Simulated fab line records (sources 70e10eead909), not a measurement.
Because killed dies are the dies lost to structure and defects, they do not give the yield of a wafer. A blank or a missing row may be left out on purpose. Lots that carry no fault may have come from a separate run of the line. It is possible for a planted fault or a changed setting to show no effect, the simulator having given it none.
fab line records    flow nand-harc
[record] lots = 24  wafers = 72  last-day = 34
route steps=1302 shown A_BLC@1130 A_M0@1148 A_M1@1182 A_BONDPAD@1202
lots untouched by any fault: they come from a run of this same line in which no faults occurred
start-h: the number of hours between the record's first day and the start of the first shown wafer of the lot    wait-h: how many hours have passed since the lot's step before this one    " repeats the value in the row above    L1.1+2: a row that stands for several wafers    - value missing, or start not given    * or withheld: withheld    < > ~ a bound
route shown NAME@n: names a module that has steps shown in the file, with the first one's number in the route    usual: the fault-free wafers' mean and standard deviation    same: alike in all rows    chamber/n: place in a boat    sites: the reading at each site    _std_site: the values' standard deviation    _edge_site: mean of outer sites minus mean of inner sites    radius-mm: for every site, how far away it sits from the centre of the wafer    mask NAME#n: copy n    behind: the last tool/chamber to shape the wafer    hold: what put the lot on hold/how long, in hours/how the hold closed    device: transistor that didn't switch, given as n, p or np    end of line: tests of these same wafers at the route's end    a step given without rows: its recipe and nothing more    killed: dies lost to structure and defects at the first sort, not the wafer's yield    map: the dies of a wafer, with x for killed, . for not killed, _ for no die there
set.NAME: the setting that was run; set.NAME@STEP: the one run at that earlier step    model.NAME: the simulator's own value behind a step, which no gauge read
the route's steps for a sample of lots (tables are steps, rows are wafers)
services: when a tool's chamber went out of use (start-h, in hours from the record's first day, below 0 if earlier), for how many hours, and the reason
[[steps]]
[step NHARC_A_BLC_PVD_32]
[recipe] target-thk-a = 50  chamber-pressure-pa = 5  power-w = 5000  substrate-temp-c = 200  time-s = 17.7  material = Ti
[usual] throttle-valve-pct = 30.0/1.1
lot.wafer  tool            chamber  start-h  wait-h  throttle-valve-pct
L074.2     pvd-sputter-01  -        -        -       30.8
L074.4     "               -        "        "       29.0
L074.5     "               -        "        "       30.9
L077.4     pvd-sputter-02  -        -        -       31.9
L077.2     "               -        "        "       30.3
L077.6     "               -        "        "       30.7
L076.4     pvd-sputter-01  -        -        -       29.5
L076.2     "               -        "        "       30.5
L076.1     "               -        "        "       28.9
L075.3     pvd-sputter-01  -        -        -       29.6
L075.2     "               -        "        "       30.7
L075.5     "               -        "        "       28.7
L078.2     pvd-sputter-02  -        -        -       30.7
L078.3     "               -        "        "       31.8
L078.6     "               -        "        "       30.5
L080.3     pvd-sputter-02  -        -        -       31.7
L080.4     "               -        "        "       28.6
L080.6     "               -        "        "       30.5
L079.2     pvd-sputter-03  -        -        -       29.8
L079.4     "               -        "        "       31.6
L079.6     "               -        "        "       29.9
L082.2     pvd-sputter-02  -        -        -       30.9
L082.5     "               -        "        "       28.4
L082.6     "               -        "        "       30.7
L081.1     pvd-sputter-02  -        -        -       30.1
L081.6     "               -        "        "       30.8
L081.5     "               -        "        "       28.2
L083.4     pvd-sputter-02  -        -        -       28.4
L083.1     "               -        "        "       30.8
L083.6     "               -        "        "       30.7
L085.3     pvd-sputter-01  -        -        -       28.2
L085.2     "               -        "        "       30.5
L085.5     "               -        "        "       30.2
L084.4     pvd-sputter-03  -        -        -       28.9
L084.5     "               -        "        "       31.8
L084.6     "               -        "        "       29.7
L086.2     pvd-sputter-03  -        -        -       29.9
L086.3     "               -        "        "       29.2
L086.6     "               -        "        "       29.5
L087.3     pvd-sputter-03  -        -        -       29.1
L087.6     "               -        "        "       29.3
L087.5     "               -        "        "       29.2
L088.4     pvd-sputter-02  -        -        -       30.8
L088.3     "               -        "        "       29.5
L088.6     "               -        "        "       29.4
L090.1     pvd-sputter-02  -        -        -       31.6
L090.2     "               -        "        "       29.5
L090.6     "               -        "        "       30.6
L089.3     pvd-sputter-01  -        -        -       28.1
L089.2     "               -        "        "       30.1
L089.6     "               -        "        "       27.9
L092.2     pvd-sputter-01  -        -        -       28.7
L092.1     "               -        "        "       30.5
L092.6     "               -        "        "       28.0
L091.2     pvd-sputter-03  -        -        -       31.6
L091.3     "               -        "        "       29.2
L091.6     "               -        "        "       29.6
L093.4     pvd-sputter-02  -        -        -       30.2
L093.3     "               -        "        "       30.8
L093.2     "               -        "        "       29.6
L095.2     pvd-sputter-03  -        -        -       32.1
L095.1     "               -        "        "       29.1
L095.5     "               -        "        "       30.3
L097.2     pvd-sputter-01  -        -        -       30.6
L097.5     "               -        "        "       28.0
L097.6     "               -        "        "       28.7
L094.2     pvd-sputter-02  -        -        -       31.4
L094.1     "               -        "        "       30.6
L094.5     "               -        "        "       31.4
L096.1     pvd-sputter-02  -        -        -       29.4
L096.4     "               -        "        "       30.1
L096.3     "               -        "        "       31.4
[step NHARC_A_M0_OVL_MEAS_10]
[recipe] pitch-nm = 160
[usual] overlay-x-nm = 0.1/0.78  overlay-y-nm = -0.1/0.86
lot.wafer  tool        chamber  start-h  wait-h  overlay-x-nm  overlay-y-nm
L074.2     overlay-02  -        526.81   -       -0.4          0.3
L074.4     "           -        "        "       -0.2          0.4
L074.5     "           -        "        "       -0.1          0.7
L077.2     overlay-02  -        546.30   -       1.7           0.1
L077.4     "           -        "        "       1.3           -0.1
L077.6     "           -        "        "       1.6           0.0
L076.1     overlay-01  -        546.45   -       0.0           -0.3
L076.2     "           -        "        "       0.1           0.1
L076.4     "           -        "        "       -0.1          0.3
L075.2     overlay-02  -        547.95   -       0.1           -1.7
L075.3     "           -        "        "       -0.1          -2.1
L075.5     "           -        "        "       0.4           -1.8
L078.2     overlay-01  -        557.38   -       0.1           -0.2
L078.3     "           -        "        "       -0.6          -0.2
L078.6     "           -        "        "       -0.5          -0.2
L080.3     overlay-01  -        583.52   -       0.0           0.3
L080.4     "           -        "        "       0.1           0.5
L080.6     "           -        "        "       -0.4          0.2
L079.2     overlay-01  -        597.26   -       0.2           0.2
L079.4     "           -        "        "       0.1           0.5
L079.6     "           -        "        "       0.5           0.9
L082.2     overlay-01  -        606.41   -       0.1           -1.2
L082.5     "           -        "        "       -0.3          -1.1
L082.6     "           -        "        "       -0.4          -1.7
L081.1     overlay-01  -        607.37   -       -0.2          0.0
L081.5     "           -        "        "       -0.5          0.2
L081.6     "           -        "        "       -1.2          0.2
L083.1     overlay-01  -        611.35   -       1.2           -0.7
L083.4     "           -        "        "       0.8           -0.9
L083.6     "           -        "        "       1.7           -1.2
L085.2     overlay-01  -        629.68   -       -0.2          -1.1
L085.3     "           -        "        "       -0.3          -1.4
L085.5     "           -        "        "       -0.5          -1.6
L084.4     overlay-02  -        629.83   -       -0.6          1.5
L084.5     "           -        "        "       -0.5          1.4
L084.6     "           -        "        "       -1.3          1.6
L086.2     overlay-01  -        632.66   -       -0.2          -0.9
L086.3     "           -        "        "       -0.5          -0.4
L086.6     "           -        "        "       -0.6          -0.6
L087.3     overlay-02  -        636.62   -       0.1           0.9
L087.5     "           -        "        "       0.2           1.0
L087.6     "           -        "        "       -0.1          1.3
L088.3     overlay-02  -        654.25   -       1.2           -0.1
L088.4     "           -        "        "       0.9           -0.1
L088.6     "           -        "        "       0.8           0.0
L090.1     overlay-02  -        680.41   -       -2.0          1.1
L090.2     "           -        "        "       -1.7          0.8
L090.6     "           -        "        "       -1.3          0.4
L089.2     overlay-01  -        682.65   -       0.5           0.5
L089.3     "           -        "        "       0.7           0.4
L089.6     "           -        "        "       0.6           1.1
L092.1     overlay-02  -        701.79   -       -0.3          0.2
L092.2     "           -        "        "       -0.3          0.2
L092.6     "           -        "        "       -0.6          0.3
L091.2     overlay-02  -        704.84   -       0.6           -0.1
L091.3     "           -        "        "       1.0           0.1
L091.6     "           -        "        "       1.2           -0.1
L093.2     overlay-01  -        718.81   -       0.2           -2.0
L093.3     "           -        "        "       0.4           -1.8
L093.4     "           -        "        "       -0.2          -1.9
L095.1     overlay-01  -        746.76   -       0.0           -0.7
L095.2     "           -        "        "       0.7           -0.3
L095.5     "           -        "        "       0.7           -0.4
L097.2     overlay-02  -        753.89   -       -0.5          0.2
L097.5     "           -        "        "       0.2           0.2
L097.6     "           -        "        "       -0.3          0.2
L094.1     overlay-02  -        755.41   -       1.3           -0.1
L094.2     "           -        "        "       1.6           0.0
L094.5     "           -        "        "       1.3           0.3
L096.1     overlay-02  -        763.33   -       -0.5          0.0
L096.3     "           -        "        "       -0.5          0.6
L096.4     "           -        "        "       -0.2          0.3
[step NHARC_A_M1_DESCUM_14]
[recipe] time-s = 3  o2-flow-sccm = 200  ar-flow-sccm = 0  bias-power-w = 0  chemistry = O2
[usual] drypump-motor-current-A = 5.6/0.45  oes-product-au = 1.000/0.011  rf-vpp-V = 57.9/0.87  showerhead-plenum-p-Torr = 1.95/0.079  throttle-valve-pct = 11.311/0.0089
lot.wafer  tool         chamber  start-h  wait-h  drypump-motor-current-A  oes-product-au  rf-hours-counter-h  rf-vpp-V  showerhead-plenum-p-Torr  throttle-valve-pct
L074.2     rie-diel-12  0        530.88   0.1     5.3                      0.981           3.0                 57.4      1.97                      11.323
L074.4     "            3        "        "       5.1                      1.000           3.3                 56.9      1.96                      11.311
L074.5     "            0        "        "       5.3                      0.976           -                   58.3      1.97                      11.324
L077.2     rie-diel-05  2        550.32   0.1     5.9                      1.013           3.5                 58.1      2.05                      11.310
L077.4     "            0        "        "       6.1                      1.003           3.8                 58.7      1.82                      11.315
L077.6     "            2        "        "       5.9                      1.011           -                   57.1      2.05                      11.320
L076.4     rie-diel-05  1        550.92   0.1     6.1                      1.020           3.8                 56.9      1.94                      11.323
L076.1     "            2        "        "       5.9                      1.001           3.5                 57.8      2.05                      11.311
L076.2     "            3        "        "       5.4                      0.997           3.5                 58.4      2.06                      11.305
L075.2     rie-diel-05  1        552.10   0.1     6.2                      1.014           3.9                 56.4      1.94                      11.314
L075.3     "            2        "        "       5.9                      0.996           3.6                 58.3      2.05                      11.305
L075.5     "            1        "        "       6.2                      1.018           -                   58.3      1.94                      11.325
L078.2     rie-diel-12  1        561.57   0.1     6.1                      0.995           4.6                 59.4      1.91                      11.305
L078.3     "            0        "        "       5.3                      0.987           5.2                 60.0      1.97                      11.310
L078.6     "            1        "        "       6.0                      1.003           -                   57.1      1.91                      11.313
L080.3     rie-diel-12  2        587.68   0.1     4.9                      1.002           6.8                 58.7      1.94                      11.324
L080.4     "            0        "        "       5.3                      0.996           7.2                 58.0      1.97                      11.321
L080.6     "            3        "        "       5.1                      0.991           -                   58.0      1.96                      11.301
L079.2     rie-diel-08  0        601.39   0.1     5.5                      1.002           2.8                 57.2      1.78                      11.312
L079.4     "            1        "        "       5.1                      0.995           2.4                 58.9      1.85                      11.317
L079.6     "            0        "        "       5.5                      0.998           -                   57.3      1.78                      11.307
L082.2     rie-diel-12  2        610.48   0.1     4.9                      1.015           7.7                 57.8      1.94                      11.318
L082.6     "            0        "        "       5.3                      0.983           -                   58.0      1.97                      11.327
L082.5     "            1        "        "       6.1                      0.993           -                   58.1      1.91                      11.305
L081.1     rie-diel-05  2        611.56   0.1     5.9                      0.995           0.6                 57.9      2.05                      11.307
L081.6     "            0        "        "       6.1                      0.979           -                   57.1      1.82                      11.306
L081.5     "            1        "        "       6.2                      0.990           -                   57.7      1.94                      11.311
L083.4     rie-diel-12  3        615.86   0.1     5.1                      1.009           6.9                 57.9      1.96                      11.316
L083.1     "            1        "        "       6.0                      0.985           7.5                 58.0      1.91                      11.305
L083.6     "            3        "        "       5.1                      1.015           -                   56.9      1.96                      11.288
L085.2     rie-diel-12  1        633.84   0.1     6.0                      1.020           0                   58.4      1.91                      11.301
L085.3     "            2        "        "       4.8                      1.000           0                   58.6      1.94                      11.324
L085.5     "            1        "        "       6.0                      1.010           -                   57.9      1.91                      11.316
L084.4     rie-diel-08  3        634.40   0.1     6.0                      0.995           5.1                 58.1      2.02                      11.299
L084.6     "            1        "        "       5.1                      1.005           -                   58.5      1.85                      11.298
L084.5     "            2        "        "       5.3                      0.997           -                   59.6      1.97                      11.312
L086.2     rie-diel-05  0        636.97   0.1     6.1                      0.982           1.3                 57.6      1.82                      11.316
L086.3     "            1        "        "       6.2                      1.007           1.4                 58.3      1.94                      11.310
L086.6     "            0        "        "       6.1                      0.987           -                   57.7      1.82                      11.308
L087.3     rie-diel-05  1        641.03   0.1     6.1                      0.993           1.5                 59.6      1.94                      11.289
L087.6     "            1        "        "       6.1                      0.985           -                   58.6      1.94                      11.315
L087.5     "            2        "        "       5.9                      1.000           -                   58.5      2.05                      11.305
L088.3     rie-diel-08  2        658.43   0.1     5.3                      0.999           5.4                 59.1      1.97                      11.315
L088.4     "            3        "        "       6.1                      0.995           5.8                 58.5      2.02                      11.298
L088.6     "            1        "        "       5.1                      1.012           -                   57.0      1.85                      11.302
L090.2     rie-diel-12  0        684.58   0.1     5.3                      0.991           2.4                 58.1      1.97                      11.312
L090.1     "            2        "        "       4.9                      1.027           3.0                 59.3      1.94                      11.311
L090.6     "            1        "        "       6.0                      1.007           -                   58.4      1.91                      11.316
L089.3     rie-diel-05  1        686.81   0.1     6.2                      1.007           2.0                 58.3      1.94                      11.310
L089.2     "            2        "        "       5.9                      1.004           2.1                 57.5      2.05                      11.298
L089.6     "            0        "        "       6.1                      0.996           -                   59.1      1.82                      11.296
L092.2     rie-diel-05  0        705.93   0.1     6.1                      0.993           2.6                 56.8      1.82                      11.311
L092.1     "            1        "        "       6.1                      1.004           2.7                 57.8      1.94                      11.323
L092.6     "            0        "        "       6.1                      0.991           -                   58.7      1.82                      11.302
L091.2     rie-diel-12  0        709.02   0.1     5.3                      0.985           3.9                 57.7      1.97                      11.302
L091.3     "            1        "        "       6.0                      1.011           4.1                 57.7      1.91                      11.291
L091.6     "            3        "        "       5.1                      1.011           -                   57.5      1.96                      11.295
L093.2     rie-diel-05  1        722.82   0.1     6.1                      0.995           3.1                 57.5      1.94                      11.317
L093.3     "            2        "        "       5.9                      1.000           3.7                 59.5      2.04                      11.313
L093.4     "            0        "        "       6.1                      1.004           3.2                 57.5      1.82                      11.315
L095.1     rie-diel-08  3        750.93   0.1     6.0                      1.024           1.4                 57.5      2.02                      11.303
L095.2     "            0        "        "       5.5                      1.011           1.5                 56.3      1.78                      11.322
L095.5     "            2        "        "       5.3                      1.004           -                   57.9      1.97                      11.306
L097.2     rie-diel-05  3        758.08   0.1     5.3                      1.003           4.6                 59.1      2.06                      11.318
L097.6     "            3        "        "       5.4                      1.007           -                   58.4      2.06                      11.306
L097.5     "            0        "        "       6.1                      0.984           -                   57.4      1.82                      11.310
L094.1     rie-diel-05  0        759.58   0.1     6.1                      0.989           4.1                 56.4      1.82                      11.316
L094.2     "            2        "        "       5.9                      0.984           4.6                 59.4      2.04                      11.323
L094.5     "            3        "        "       5.4                      1.009           -                   57.5      2.06                      11.312
L096.4     rie-diel-12  2        767.49   0.1     4.9                      1.000           8.0                 58.3      1.94                      11.307
L096.3     "            3        "        "       5.1                      1.008           7.7                 57.3      1.96                      11.307
L096.1     "            0        "        "       5.3                      0.990           7.6                 57.5      1.97                      11.324
[step NHARC_A_BONDPAD_DEP_00]
[recipe] target-thk-a = 2500  temp-c = 370  target-thk-nm = 250  pressure-torr = 3  flow-sccm = 200  rf-w = 450  material = SiCN
[usual] heater-power-w = 576/83  showerhead-vpp-V = 1290/51  susceptor-temp-C = 369.98/0.21
lot.wafer  tool      chamber  start-h  wait-h  heater-power-w  showerhead-vpp-V  susceptor-temp-C
L074.2     pecvd-01  0        534.15   -       637             1290              370.04
L074.4     "         1        "        "       619             1222              369.83
L074.5     "         2        "        "       389             1305              370.33
L077.2     pecvd-01  1        553.60   -       588             1192              369.80
L077.6     "         1        "        "       599             1206              370.02
L077.4     "         2        "        "       436             1312              369.95
L076.2     pecvd-02  0        -        -       654             1378              369.90
L076.1     "         1        "        "       533             1245              369.85
L076.4     "         0        "        "       664             1360              370.26
L075.3     pecvd-01  0        555.37   -       645             1269              370.23
L075.2     "         1        "        "       654             1186              370.15
L075.5     "         1        "        "       663             1171              369.93
L078.2     pecvd-03  1        564.88   -       563             1288              369.90
L078.3     "         2        "        "       680             1300              369.94
L078.6     "         1        "        "       572             1282              369.94
L080.3     pecvd-03  0        -        -       562             1260              369.74
L080.4     "         0        "        "       567             1272              370.18
L080.6     "         1        "        "       666             1278              369.81
L079.2     pecvd-01  2        604.66   -       447             1328              369.99
L079.4     "         2        "        "       456             1321              369.85
L079.6     "         2        "        "       450             1287              369.66
L082.2     pecvd-02  1        613.73   -       499             1249              369.74
L082.6     "         1        "        "       518             1247              369.71
L082.5     "         0        "        "       713             1379              369.68
L081.1     pecvd-01  0        614.95   -       631             1300              369.87
L081.5     "         2        "        "       459             1301              370.29
L081.6     "         0        "        "       652             1294              370.06
L083.1     pecvd-03  2        619.25   -       596             1302              369.80
L083.4     "         1        "        "       611             1288              370.30
L083.6     "         0        "        "       599             1266              369.70
L085.2     pecvd-02  1        -        -       496             1250              370.21
L085.3     "         1        "        "       497             1255              370.27
L085.5     "         1        "        "       497             1234              370.57
L084.4     pecvd-01  2        637.79   -       477             1313              369.78
L084.6     "         0        "        "       600             1291              370.16
L084.5     "         1        "        "       596             1195              370.20
L086.2     pecvd-01  2        641.33   -       459             1310              370.38
L086.3     "         0        "        "       684             1298              369.84
L086.6     "         2        "        "       458             1309              369.99
L087.3     pecvd-03  2        644.92   -       636             1312              370.07
L087.5     "         2        "        "       636             1307              370.05
L087.6     "         0        "        "       552             1289              370.48
L088.3     pecvd-01  1        661.74   -       613             1174              370.36
L088.6     "         0        "        "       621             1294              370.04
L088.4     "         2        "        "       434             1288              370.28
L090.2     pecvd-01  1        687.85   -       603             1193              370.01
L090.1     "         0        "        "       671             1303              369.68
L090.6     "         2        "        "       422             1290              369.86
L089.2     pecvd-01  2        690.07   -       451             1291              369.98
L089.3     "         0        "        "       725             1274              369.85
L089.6     "         0        "        "       569             1300              370.05
L092.1     pecvd-02  1        -        -       488             1286              370.30
L092.2     "         0        "        "       716             1375              370.05
L092.6     "         2        "        "       500             1347              370.05
L091.3     pecvd-03  1        712.27   -       634             1276              369.82
L091.2     "         0        "        "       522             1281              370.14
L091.6     "         1        "        "       639             1285              369.96
L093.2     pecvd-02  1        726.10   -       526             1211              369.89
L093.3     "         0        "        "       697             1375              369.79
L093.4     "         2        "        "       494             1345              369.76
L095.2     pecvd-02  2        -        -       545             1311              370.08
L095.1     "         1        "        "       515             1267              369.99
L095.5     "         2        "        "       578             1344              370.14
L097.2     pecvd-02  2        -        -       583             1313              370.04
L097.5     "         2        "        "       595             1341              369.94
L097.6     "         0        "        "       592             1381              369.64
L094.2     pecvd-02  1        762.85   -       479             1256              369.86
L094.1     "         2        "        "       546             1348              370.23
L094.5     "         2        "        "       573             1331              369.98
L096.3     pecvd-03  2        -        -       699             1313              369.73
L096.1     "         1        "        "       650             1262              369.72
L096.4     "         2        "        "       718             1307              369.85
[step NHARC_A_BONDPAD_CMP_29]
[recipe] target-thk-nm = 200  material = SiCN
[usual] motor-current-A = 11.6/0.94
lot.wafer  tool    chamber  start-h  wait-h  motor-current-A
L074.4     cmp-04  3        534.55   -       11.1
L074.2     "       0        "        "       10.1
L074.5     "       0        "        "       10.4
L077.2     cmp-04  3        554.03   -       11.6
L077.4     "       1        "        "       12.6
L077.6     "       3        "        "       11.5
L076.1     cmp-01  3        554.61   -       10.7
L076.2     "       1        "        "       12.8
L076.4     "       2        "        "       12.6
L075.3     cmp-01  1        555.84   -       12.0
L075.2     "       2        "        "       12.7
L075.5     "       3        "        "       11.0
L078.3     cmp-03  3        565.28   -       12.5
L078.2     "       1        "        "       11.2
L078.6     "       3        "        "       11.8
L080.3     cmp-01  2        591.38   -       13.2
L080.4     "       3        "        "       10.8
L080.6     "       2        "        "       12.7
L079.2     cmp-03  2        605.23   0.5     13.0
L079.4     "       3        "        "       11.7
L079.6     "       1        "        "       11.3
L082.2     cmp-01  1        614.16   -       12.0
L082.5     "       0        "        "       11.1
L082.6     "       1        "        "       12.4
L081.1     cmp-03  0        615.42   0.4     11.2
L081.5     "       0        "        "       11.4
L081.6     "       1        "        "       10.9
L083.4     cmp-03  1        619.61   -       10.7
L083.1     "       0        "        "       11.6
L083.6     "       1        "        "       10.9
L085.2     cmp-03  1        637.64   -       10.5
L085.3     "       2        "        "       12.6
L085.5     "       1        "        "       10.6
L084.4     cmp-04  0        638.11   -       10.7
L084.5     "       2        "        "       10.6
L084.6     "       3        "        "       11.1
L086.2     cmp-01  3        641.76   -       11.1
L086.3     "       0        "        "       11.2
L086.6     "       3        "        "       11.5
L087.3     cmp-01  1        645.28   -       11.9
L087.5     "       1        "        "       12.2
L087.6     "       2        "        "       13.2
L088.4     cmp-03  0        662.10   -       10.7
L088.3     "       1        "        "       10.9
L088.6     "       0        "        "       11.3
L090.1     cmp-04  2        688.30   -       10.0
L090.2     "       3        "        "       11.6
L090.6     "       1        "        "       12.7
L089.3     cmp-01  0        690.47   -       11.4
L089.2     "       3        "        "       11.1
L089.6     "       0        "        "       11.4
L092.2     cmp-03  2        709.60   -       12.2
L092.1     "       0        "        "       11.4
L092.6     "       3        "        "       12.5
L091.3     cmp-01  3        712.73   -       10.9
L091.2     "       1        "        "       12.2
L091.6     "       2        "        "       13.7
L093.3     cmp-03  1        726.50   -       10.9
L093.4     "       3        "        "       12.2
L093.2     "       0        "        "       11.0
L095.1     cmp-04  0        754.62   -       10.0
L095.2     "       1        "        "       12.9
L095.5     "       0        "        "       10.5
L097.2     cmp-04  3        761.77   -       10.9
L097.5     "       3        "        "       11.7
L097.6     "       0        "        "       10.4
L094.1     cmp-01  2        763.28   -       12.4
L094.2     "       3        "        "       10.8
L094.5     "       2        "        "       12.4
L096.3     cmp-01  1        771.27   -       12.5
L096.4     "       2        "        "       13.8
L096.1     "       3        "        "       11.0
[step NHARC_A_BONDPAD_DESCUM_11]
[recipe] time-s = 3  o2-flow-sccm = 200  ar-flow-sccm = 0  bias-power-w = 0  chemistry = O2
[usual] drypump-motor-current-A = 5.5/0.39  oes-product-au = 1.001/0.011  rf-vpp-V = 57.8/0.89  showerhead-plenum-p-Torr = 1.91/0.081  throttle-valve-pct = 11.311/0.0089
lot.wafer  tool         chamber  start-h  wait-h  drypump-motor-current-A  oes-product-au  rf-hours-counter-h  rf-vpp-V  showerhead-plenum-p-Torr  throttle-valve-pct
L074.4     rie-diel-11  3        535.58   -       5.2                      0.988           36                  58.4      2.03                      11.296
L074.2     "            2        "        "       5.8                      0.994           34                  58.3      2.01                      11.319
L074.5     "            3        "        "       5.2                      0.992           -                   59.2      2.03                      11.322
L077.2     rie-diel-02  2        555.06   -       5.3                      0.997           26                  59.7      1.77                      11.313
L077.4     "            0        "        "       5.7                      1.000           -                   57.9      1.98                      11.312
L077.6     "            1        "        "       5.0                      1.024           -                   58.5      1.97                      11.300
L076.1     rie-diel-02  1        555.53   -       5.0                      1.020           27                  57.0      1.97                      11.304
L076.2     "            0        "        "       5.7                      1.005           24                  57.3      1.98                      11.314
L076.4     "            2        "        "       5.3                      0.996           -                   56.0      1.77                      11.333
L075.2     rie-diel-09  3        556.82   -       5.8                      1.008           2                   57.8      1.94                      11.323
L075.3     "            0        "        "       4.8                      1.014           2                   58.1      1.90                      11.308
L075.5     "            0        "        "       4.9                      1.002           -                   58.7      1.90                      11.310
L078.2     rie-diel-09  0        566.19   -       4.9                      1.002           2                   58.2      1.90                      11.319
L078.3     "            2        "        "       5.2                      1.001           2                   57.0      1.79                      11.302
L078.6     "            3        "        "       5.8                      1.003           -                   58.2      1.94                      11.298
L080.3     rie-diel-09  2        592.39   -       5.2                      0.990           3                   55.4      1.79                      11.323
L080.4     "            0        "        "       4.9                      1.022           3                   58.7      1.90                      11.307
L080.6     "            2        "        "       5.2                      0.994           -                   58.6      1.79                      11.307
L079.4     rie-diel-09  0        606.23   -       4.9                      1.018           3                   57.8      1.90                      11.333
L079.2     "            3        "        "       5.9                      1.007           4                   56.3      1.94                      11.319
L079.6     "            0        "        "       4.9                      1.009           -                   56.8      1.90                      11.316
L082.2     rie-diel-09  2        615.17   -       5.2                      0.998           4                   56.0      1.79                      11.304
L082.5     "            2        "        "       5.2                      0.992           -                   57.2      1.79                      11.305
L082.6     "            3        "        "       5.8                      1.011           -                   58.8      1.94                      11.318
L081.1     rie-diel-09  1        616.47   -       5.9                      1.009           3                   59.2      1.95                      11.306
L081.6     "            2        "        "       5.2                      0.991           -                   56.4      1.79                      11.309
L081.5     "            3        "        "       5.8                      1.008           -                   58.6      1.94                      11.306
L083.1     rie-diel-02  1        620.64   -       5.0                      1.022           10                  57.0      1.97                      11.310
L083.4     "            3        "        "       6.1                      0.991           7                   57.5      1.98                      11.300
L083.6     "            2        "        "       5.3                      1.004           -                   58.0      1.77                      11.317
L085.3     rie-diel-11  1        638.54   -       5.7                      1.003           4                   57.3      1.82                      11.317
L085.2     "            0        "        "       5.7                      1.009           4                   59.3      2.06                      11.316
L085.5     "            1        "        "       5.7                      1.000           -                   58.4      1.82                      11.310
L084.4     rie-diel-11  2        638.98   -       5.8                      0.993           4                   57.7      2.00                      11.309
L084.6     "            0        "        "       5.7                      0.988           -                   59.0      2.06                      11.311
L084.5     "            1        "        "       5.7                      0.996           -                   56.8      1.82                      11.308
L086.2     rie-diel-02  2        642.77   -       5.3                      0.994           14                  57.5      1.77                      11.306
L086.3     "            0        "        "       5.7                      1.014           13                  59.7      1.97                      11.308
L086.6     "            2        "        "       5.3                      1.003           -                   57.0      1.77                      11.314
L087.3     rie-diel-09  1        646.20   -       5.9                      1.008           5                   58.3      1.95                      11.312
L087.5     "            2        "        "       5.2                      0.997           -                   57.5      1.79                      11.317
L087.6     "            3        "        "       5.8                      1.004           -                   57.9      1.94                      11.321
L088.4     rie-diel-09  3        663.13   -       5.9                      1.000           5                   57.4      1.94                      11.301
L088.3     "            2        "        "       5.2                      0.987           5                   57.6      1.79                      11.319
L088.6     "            3        "        "       5.8                      1.005           -                   57.4      1.94                      11.309
L090.2     rie-diel-09  1        689.16   -       5.8                      1.004           0                   57.5      1.95                      11.319
L090.1     "            3        "        "       5.8                      0.997           0                   58.4      1.94                      11.328
L090.6     "            2        "        "       5.3                      0.989           -                   56.8      1.79                      11.293
L089.3     rie-diel-09  1        691.52   -       5.9                      0.994           0                   56.6      1.95                      11.314
L089.2     "            2        "        "       5.2                      0.999           0                   57.4      1.79                      11.305
L089.6     "            0        "        "       4.9                      1.001           -                   57.7      1.90                      11.334
L092.2     rie-diel-02  0        710.64   -       5.7                      1.000           24                  57.5      1.97                      11.308
L092.1     "            2        "        "       5.3                      1.006           25                  56.8      1.77                      11.310
L092.6     "            0        "        "       5.7                      1.004           -                   58.2      1.97                      11.297
L091.3     rie-diel-02  0        713.74   -       5.7                      0.992           24                  57.3      1.97                      11.311
L091.2     "            2        "        "       5.3                      0.989           25                  57.0      1.77                      11.311
L091.6     "            3        "        "       6.0                      0.985           -                   59.6      1.98                      11.300
L093.2     rie-diel-09  0        727.40   -       4.9                      1.001           1                   56.9      1.90                      11.311
L093.3     "            1        "        "       5.8                      0.988           1                   58.9      1.95                      11.316
L093.4     "            3        "        "       5.8                      1.004           1                   57.0      1.94                      11.306
L095.2     rie-diel-09  1        755.49   -       5.9                      0.988           1                   57.6      1.95                      11.322
L095.1     "            0        "        "       4.9                      1.012           2                   57.6      1.90                      11.284
L095.5     "            2        "        "       5.2                      0.993           -                   56.9      1.79                      11.320
L097.2     rie-diel-09  0        762.68   -       4.9                      0.992           2                   57.7      1.90                      11.295
L097.5     "            0        "        "       4.9                      0.995           -                   58.0      1.90                      11.308
L097.6     "            1        "        "       5.9                      0.988           -                   56.2      1.95                      11.314
L094.2     rie-diel-09  1        764.21   -       5.8                      0.991           2                   57.3      1.95                      11.313
L094.1     "            0        "        "       4.9                      0.998           2                   57.4      1.90                      11.321
L094.5     "            1        "        "       5.8                      0.995           -                   58.5      1.95                      11.309
L096.4     rie-diel-11  3        772.30   -       5.2                      0.992           50                  58.2      2.00                      11.319
L096.1     "            0        "        "       5.7                      1.021           51                  57.9      2.04                      11.313
L096.3     "            1        "        "       5.7                      1.005           48                  58.7      1.81                      11.307
[[services]]
tool            chamber  start-h  hours  kind
rie-diel-12     3        507.01   6.8    repair
rie-diel-12     1        534.77   12.9   repair
rie-diel-12     2        559.51   8.0    repair
rie-diel-12     3        571.78   9.9    repair
cmp-01          -        579.27   4.0    pm
pecvd-01        1        579.45   57.2   repair
rie-diel-05     -        583.60   9.0    pm
rie-diel-12     0        617.04   5.1    repair
pvd-sputter-02  -        620.71   2.6    repair
rie-diel-12     -        622.40   9.0    pm
pvd-sputter-02  -        628.47   4.1    repair
cmp-01          -        628.74   1.4    repair
pvd-sputter-02  -        638.03   10.0   pm
rie-diel-09     0        649.69   4.2    repair
pecvd-01        -        673.40   13.0   pm
rie-diel-09     -        674.10   9.0    pm
cmp-01          -        677.27   4.0    pm
rie-diel-09     1        692.03   4.5    repair
rie-diel-09     -        702.92   3.7    repair
cmp-01          -        709.14   3.3    repair
pecvd-01        0        743.65   2.8    repair
pecvd-01        2        750.75   19.2   repair
rie-diel-05     -        760.60   9.0    pm
pecvd-01        -        761.41   3.1    repair
[[key]]
fault none
